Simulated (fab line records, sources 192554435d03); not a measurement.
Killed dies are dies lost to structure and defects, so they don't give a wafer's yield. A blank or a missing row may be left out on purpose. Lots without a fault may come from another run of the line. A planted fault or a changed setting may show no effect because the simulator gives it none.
Which tool did it? | flow n5_finfet | 24 lots, 72 wafers sampled, at 1 step of a route of 1938

WHAT THE GAUGES READ, wafer by wafer
N5_BEOL_M5_OVL_MEAS_29.
lot  | measured     | on         | V4_OVL (nm)
L074 | day 8 00:28  | overlay-01 | 0.4 0.6 -1.0
L075 | day 8 10:16  | overlay-02 | -1.8 0.0 -0.8
L076 | day 9 03:44  | overlay-02 | -1.5 -0.2 -1.1
L077 | day 9 09:36  | overlay-01 | 0.7 1.0 0.0
L080 | day 9 11:55  | overlay-01 | 0.0 -1.6 0.5
L079 | day 9 18:46  | overlay-02 | -1.0 -0.3 0.2
L078 | day 9 18:56  | overlay-01 | -0.5 0.2 -0.7
L081 | day 10 00:32 | overlay-01 | -0.3 -0.9 -1.0
L083 | day 10 09:52 | overlay-02 | -1.5 -0.1 -0.5
L082 | day 10 11:17 | overlay-01 | -0.3 0.8 -0.3
L084 | day 10 20:11 | overlay-02 | -1.2 0.3 -1.5
L085 | day 10 20:22 | overlay-01 | -1.6 -1.1 -1.4
L086 | day 11 15:05 | overlay-02 | -1.5 -0.1 -1.4
L087 | day 11 15:38 | overlay-01 | -0.8 0.2 0.5
L088 | day 11 21:13 | overlay-01 | -0.3 0.7 -0.2
L089 | day 11 21:16 | overlay-02 | -0.4 -1.0 0.5
L091 | day 12 02:21 | overlay-02 | -0.3 0.7 0.1
L090 | day 12 06:11 | overlay-01 | 0.6 0.5 0.7
L092 | day 12 16:08 | overlay-02 | -0.4 0.4 0.7
L093 | day 13 05:35 | overlay-02 | -1.8 -2.7 -1.5
L095 | day 13 08:40 | overlay-02 | -1.2 -1.5 -0.8
L094 | day 14 01:41 | overlay-02 | 0.1 -0.3 0.5
L096 | day 14 03:40 | overlay-02 | -0.3 -0.2 -0.3
L097 | day 14 08:56 | overlay-01 | 0.0 -0.2 -0.4

WHICH TOOL RAN EACH LOT (tool, then ch and the chambers of the sampled wafers, then the start)
The record holds no process step before these readings.

WHAT THE TOOLS THEMSELVES READ (means of the sampled wafers that have a number; where no wafer has one, the mark that the record gives instead)
The record holds no such reading with a usual standard deviation.

THE ANSWER, worked out from the rows above alone
Rule: what is usual is taken from the lots themselves. Put in order of their means at a reading, lots are off if they are a third of the lots or fewer, leave a main group of 4 or more, and stand apart from it by a gap of 3 or more times the standard deviation of the main group's means; of several such gaps the widest counts. A main group whose means are all the same, to the digits that the tables above print for the reading, isn't used. A lot without any number at a reading at which 4 lots or more have one is off too. The other lots that the step has rows for count as sound. The gauges are gone through in route order, then the tools' own readings, and for those a lot's mean is taken as printed above. The first step at which some lot is off is used, and at that step the reading that is off furthest; a lot without a number counts as furthest.
No lot is off at any reading shown: from this, nothing can be told.

WHAT THE SIMULATOR HAD PUT IN
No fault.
